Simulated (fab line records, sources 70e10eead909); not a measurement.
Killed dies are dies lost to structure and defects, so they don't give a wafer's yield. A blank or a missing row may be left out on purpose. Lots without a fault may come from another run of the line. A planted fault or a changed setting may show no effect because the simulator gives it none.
Chamber matching | flow nand_harc | NHARC_P_M0_PRE_CLEAN_31 on pecvd-01: 3 sister chambers
The step time 12 s. 6 wafers are shown with their chamber, then 8 later ones without.

WAFERS WITH THEIR CHAMBER
wafer  | chamber | heater_power_w (W) | rf_fwd_power_W (W)
L084.6 | 0       | 546                | 292.4
L085.6 | 2       | 506                | 293.3
L086.1 | 2       | 567                | 291.7
L086.3 | 1       | 613                | 291.0
L086.4 | 1       | 621                | 292.3
L087.4 | 0       | 610                | 292.5

WAFERS WITHOUT THEIR CHAMBER
wafer  | heater_power_w (W) | rf_fwd_power_W (W)
L087.5 | 575                | 293.8
L087.6 | 539                | 291.3
L091.2 | 591                | 292.6
L091.3 | 574                | 292.5
L091.6 | 596                | 292.6
L096.2 | 608                | 291.4
L096.4 | 664                | 292.1
L096.6 | 587                | 292.5

WHICH CHAMBER EACH WENT THROUGH
wafer  | from the rows above          | in truth
L087.5 | can't be placed: 0 or 2 or 1 | 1
L087.6 | can't be placed: 2 or 0 or 1 | 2
L091.2 | can't be placed: 0 or 1 or 2 | 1
L091.3 | can't be placed: 0 or 2 or 1 | 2
L091.6 | can't be placed: 0 or 1 or 2 | 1
L096.2 | can't be placed: 1 or 0 or 2 | 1
L096.4 | can't be placed: 1 or 0      | 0
L096.6 | can't be placed: 0 or 1 or 2 | 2
Placed correctly: 0 of 8. Can't be placed from these rows: 8 (the true chamber is among the candidates in 8). Placed wrongly: 0.
How it was worked out, from the rows above alone: a wafer's distance from a chamber is the root of the sum, over the readings, of the square of ((its reading less the chamber's mean) divided by the reading's scatter). The wafer belongs to the nearest chamber; if the next one is less than 2 further off, it can't be placed. A chamber's mean is the mean of its shown wafers. The scatter: the root of (the sum of the squares of (reading less its chamber's mean) over the shown wafers, divided by (wafers less chambers)).
